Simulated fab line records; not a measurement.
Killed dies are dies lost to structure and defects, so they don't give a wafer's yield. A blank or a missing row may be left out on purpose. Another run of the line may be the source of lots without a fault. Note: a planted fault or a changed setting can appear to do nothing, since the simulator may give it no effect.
Chamber matching    flow n5Finfet    4 sister chambers for N5_HKMG_FIN_ALD_75 on aldHk-03
The step deposits Al2O3, target thk 1 nm, co reactant pulse time 1 s. 16 wafers are shown with their chamber, then 8 later ones without.

== WAFERS WITH THEIR CHAMBER ==
wafer   chamber  heaterPowerW (W)  precursorPulseHeightRel
L078.1  1        128               1.015
L078.4  3        150               1.001
L078.6  2        163               0.990
L079.1  3        152               0.972
L079.4  2        166               0.993
L079.6  3        148               1.012
L085.1  2        166               0.984
L085.2  1        129               0.997
L085.3  0        153               1.013
L088.1  1        133               1.037
L088.2  0        152               0.946
L088.3  2        165               1.021
L088.4  3        149               1.004
L088.5  1        133               1.003
L088.6  2        167               1.001
L092.1  1        132               1.004

SIGNATURES (averages over the wafers above)
reading                  chamber 0  chamber 1  chamber 2  chamber 3  scatter within a chamber
heaterPowerW             152.50     131.00     165.40     149.75     1.84
precursorPulseHeightRel  0.97950    1.01120    0.99780    0.99725    0.0204
Rule: for a wafer and a chamber, the distance is found by dividing, reading by reading, the gap between the wafer's reading and the chamber's mean by the reading's scatter, squaring, summing and taking the root. If the next closest chamber is less than 2 further off than the closest, the wafer can't be placed; otherwise it belongs to the closest. How the scatter is found: for the shown wafers, subtract from each reading the mean of its chamber, square and add these, divide the total by (wafers less chambers), then take the root.

== WAFERS WITHOUT THEIR CHAMBER ==
wafer   heaterPowerW (W)  precursorPulseHeightRel
L092.2  168               0.991
L092.3  153               1.006
L095.1  164               0.994
L095.5  166               1.018
L095.6  132               1.007
L096.3  132               0.991
L096.4  150               1.026
L096.5  131               0.990

== CHAMBER TAKEN BY EACH ==
wafer   from the rows above      in truth
L092.2  2                        2
L092.3  can't be placed: 0 or 3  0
L095.1  2                        2
L095.5  2                        2
L095.6  1                        1
L096.3  1                        1
L096.4  can't be placed: 3 or 0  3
L096.5  1                        1
Correctly placed: 6 of 8. Cannot be placed on the basis of these rows: 2; the candidates contain the true chamber in 2. Wrongly placed: 0.
